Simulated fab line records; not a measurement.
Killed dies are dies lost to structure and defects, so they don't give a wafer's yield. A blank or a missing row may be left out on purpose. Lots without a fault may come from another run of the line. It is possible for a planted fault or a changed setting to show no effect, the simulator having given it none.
3 desks looking at one fault | flow n5_finfet | each desk holds nothing but its own numbers, with what lay behind them at the end

== AT THE METROLOGY DESK ==
Lot by lot, what the gauges showed, no matter which tool ran the lot: averages of those sampled wafers that carry a number. The brackets show how far a lot's mean lies from the usual mean; more than 4 standard deviations puts the lot out of limits, marked OUT. Only the readings that lie furthest out on some lot appear, 7 of the 15 it has.
Columns: A = cd_nm at N5_WELL_APT_CD_MEAS_08, usual 200.2 nm; B = NWELL_OVL at N5_WELL_APT_OVL_MEAS_09, usual -1 nm; C = cd_nm at N5_WELL_APT_CD_MEAS_25, usual 199.8 nm; D = CJ_P at N5_BEOL_M4_RC_MEAS_101, usual 5.78; E = ION_N at N5_BEOL_M4_RC_MEAS_101, usual 675 uA/um; F = VT_N at N5_BEOL_M4_RC_MEAS_101, usual 250.4 mV; G = VT_P at N5_BEOL_M4_RC_MEAS_101, usual -250 mV
lot  | first seen here | A     | B | C     | D    | E   | F     | G
L810 | day 3 01:41     | 199.9 | 1 | 197.2 | 5.90 | 671 | 253.1 | -253
L814 | day 4 01:34     | 201.1 | 1 | 201.0 | 5.91 | 677 | 248.9 | -250
L815 | day 4 07:42     | 201.7 | 3 | 199.0 | 5.89 | 690 | 246.6 | -248
L816 | day 4 14:56     | 201.4 | 2 | 202.7 | 5.82 | 677 | 247.3 | -254
L819 | day 5 07:56     | 199.8 | 6 | 198.2 | 6.25 | 670 | 250.8 | -252
L821 | day 5 19:34     | 200.6 | 1 | 201.0 | 6.30 | 671 | 251.6 | -254
Finding of this desk: none of the 6 lots has anything out of limits.

== THE DEFECT DESK ==
Per lot, the means of the sampled wafers with a number show what the inspections along the route counted. The brackets show how far a lot's mean lies from the usual mean; more than 4 standard deviations puts the lot out of limits, marked OUT.
Columns: A = raw_defect_count at N5_WELL_APT_INSPECT_10, usual 2.1; B = raw_defect_count at N5_WELL_APT_INSPECT_27, usual 2.2; C = raw_defect_count at N5_WELL_APT_INSPECT_38, usual 13
lot  | first seen here | A   | B   | C
L810 | day 3 01:44     | 2.7 | 3.7 | 9
L814 | day 4 01:37     | 2.3 | 2.7 | 12
L815 | day 4 07:45     | 1.7 | 2.3 | 18
L816 | day 4 14:59     | 2.0 | 1.3 | 10
L819 | day 5 07:59     | 1.0 | 2.0 | 20
L821 | day 5 19:37     | 1.3 | 3.3 | 13
Finding of this desk: none of the 6 lots has anything out of limits.

== THE TOOL OWNER'S DESK: implanter-01 ==
The tool's own readings at N5_WELL_APT_IMPLANT_15: means of the sampled wafers that have a number, for each lot that ran on this tool. The brackets show how far a lot's mean lies from the usual mean; more than 4 standard deviations puts the lot out of limits, marked OUT.
Columns: A = beam_on_s at N5_WELL_APT_IMPLANT_15, usual 10.00 s; B = dose_ions_cm2 at N5_WELL_APT_IMPLANT_15, usual 1.4997e+13; C = faraday_current_uA at N5_WELL_APT_IMPLANT_15, usual 190
lot  | first seen here | A     | B                            | C
L814 | day 4 01:58     | 9.93  | 1.4985e+13                   | 192
L816 | day 4 15:20     | 10.07 | 1.4996e+13                   | 189
L819 | day 5 08:18     | 10.12 | 1.7721e+13 (+99 or more) OUT | 222 (+8.5) OUT
L821 | day 5 19:58     | 10.11 | 1.7730e+13 (+99 or more) OUT | 222 (+8.4) OUT
Finding of this desk: L819, L821 out of limits; the first was L819 at day 5 08:18, on dose_ions_cm2 at N5_WELL_APT_IMPLANT_15. L814, L816 stayed within limits.

== BROUGHT TOGETHER ==
The tool owner's desk could have raised an alarm at day 5 08:18, on L819, L821.
From the metrology desk's view, nothing was out of limits.
No out-of-limits result turned up at the defect desk.
The metrology desk has L819, L821 on record, within its limits.
The defect desk has L819, L821 on record, within its limits.
N5_WELL_APT_IMPLANT_15 was run on implanter-01 by each of the lots named.

== WHAT THE SIMULATOR HAD INSERTED ==
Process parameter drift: implanter-01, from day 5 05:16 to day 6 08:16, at N5_WELL_APT_IMPLANT_15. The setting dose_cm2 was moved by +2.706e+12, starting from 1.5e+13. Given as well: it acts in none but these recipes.
Shown lots that were struck: L819, L821.
Each desk's first reading out of limits, in hours after the fault started: the tool owner's desk, 3.
